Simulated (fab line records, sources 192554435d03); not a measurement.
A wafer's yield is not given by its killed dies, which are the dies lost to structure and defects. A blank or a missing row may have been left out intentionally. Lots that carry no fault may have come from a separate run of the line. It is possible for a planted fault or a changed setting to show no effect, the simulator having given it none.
Split-lot experiment ; flow n5-finfet ; on a route of 1938 steps: 7 lots, 21 wafers read

## ON THE SPLIT
At N5_ZERO_LAYER_EXPOSE_08 (exposes mask ZERO, defocus 0 nm, target cd 2000 nm), the setting dose-mj was moved away from the recipe's 16.2 on 7 of the 21 wafers read, by -6.5% to +6.5%. This setting was run at the recipe's value on the other wafers.

## FROM THE SPLIT TO THE READING: what the file shows between them, 2 steps
- N5_ZERO_LAYER_DEVELOP_10: develop time 60 s (also split here: develop-time-s)
- N5_ZERO_LAYER_HARDBAKE_23: time 120 s

## THE READING
Shown in nm: cd-nm at N5_ZERO_LAYER_CD_MEAS_11, with target cd 2000 nm. Typical for fault-free wafers on this fab line: 1999.6 nm, with standard deviation 1.5 nm.

wafer;tool, chamber at the split;dose-mj as run;against the recipe;cd-nm, nm;against lot-mates on the recipe
L074.1;krf-scanner-01, 0;15.15;-6.5%;1983.6;-13.7
L074.4;krf-scanner-01, 0;16.2;recipe;1996.1;-
L074.5;krf-scanner-01, 0;16.2;recipe;1998.5;-
L080.2;krf-scanner-02, 0;17.25;+6.5%;2011.3;+8.6
L080.4;krf-scanner-02, 0;16.2;recipe;2002.7;-
L080.5;krf-scanner-02, 0;17.25;+6.5%;2013.2;+10.5
L081.2;krf-scanner-01, 0;16.89;+4.3%;2008.9;no lot-mate on the recipe
L081.5;krf-scanner-01, 0;16.89;+4.3%;2007.2;no lot-mate on the recipe
L081.6;krf-scanner-01, 0;16.89;+4.3%;2009.4;no lot-mate on the recipe
L085.3;krf-scanner-01, 0;16.2;recipe;1994.0;-
L085.4;krf-scanner-01, 0;16.2;recipe;1995.2;-
L085.6;krf-scanner-01, 0;16.2;recipe;1999.6;-
L087.1;krf-scanner-01, 0;16.2;recipe;1999.8;-
L087.2;krf-scanner-01, 0;16.2;recipe;1997.7;-
L087.4;krf-scanner-01, 0;16.2;recipe;1999.3;-
L091.1;krf-scanner-02, 0;16.2;recipe;1999.7;-
L091.2;krf-scanner-02, 0;15.54;-4.1%;1991.7;-8.0
L091.6;krf-scanner-02, 0;16.2;recipe;1999.7;-
L095.2;krf-scanner-02, 0;16.2;recipe;1994.7;-
L095.3;krf-scanner-02, 0;16.2;recipe;1993.1;-
L095.6;krf-scanner-02, 0;16.2;recipe;2000.5;-

FIT RESULTS
A straight line over all 21 wafers: cd-nm changes by +2.21 nm for each +1% of dose-mj; r = +0.94; the points scatter about the line by 2.5 nm.
The same after taking each lot's own level away (the mean of its wafers on the recipe; 18 wafers): +1.73 nm for each +1%; r = +0.93; scatter 2 nm.
The reading moves by 11 nm for the largest change in dose-mj, on that fit.
The lots' own levels span 1996.10 to 2002.70 nm, that is 4.4 times the standard deviation above.
Hence the slope depends on the lot-to-lot level, as the two fits are not the same.
Check: for one of the wafers moved furthest among these (+6.5%), held out of the fit, the line's prediction against its lot-mates is +11.9 nm. It came out at +8.6 nm against them.

## THESE WAFERS: OTHER SPLITS
These wafers also went through other splits before the reading. Each is held against what the fit with the lots' levels taken away leaves over:
other split on the same wafers;wafers away from the commonest value;r with cd-nm (lot level and that fit taken away)
N5_ZERO_LAYER_DEVELOP_10 develop-time-s;9;+0.50

## THE WHOLE CHAIN: every reading that the file lists as answering this split, in the file's order
step;what it does;reading;change (the file's fit);r (the file's)
N5_ZERO_LAYER_CD_MEAS_11;target cd 2000 nm;cd-nm;+1.82 nm for each +1% of the setting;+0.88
N5_ZERO_LAYER_DESCUM_16;chemistry O2, time 7.9 s;ZERO_LAYER.cd-nm (the simulator's own value, which no gauge read);+1.79 nm for each +1% of the setting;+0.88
N5_ZERO_LAYER_ETCH_17;etches SiO2 in CF4, target depth 12 nm, time 13.3 s;ZERO_LAYER.cd-nm (the simulator's own value, which no gauge read);+1.96 nm for each +1% of the setting, in a fit together with develop-time-s@ZERO_LAYER_DEVELOP_10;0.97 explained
N5_ZERO_LAYER_ETCH_18;etches Si in HBr/Cl2, target depth 120 nm, time 40 s;ZERO_LAYER.cd-nm (the simulator's own value, which no gauge read);+1.97 nm for each +1% of the setting, in a fit together with develop-time-s@ZERO_LAYER_DEVELOP_10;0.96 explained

## FILE'S OWN FIT
cd-nm changes by +1.82 nm for each +1% of dose-mj, r = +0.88.
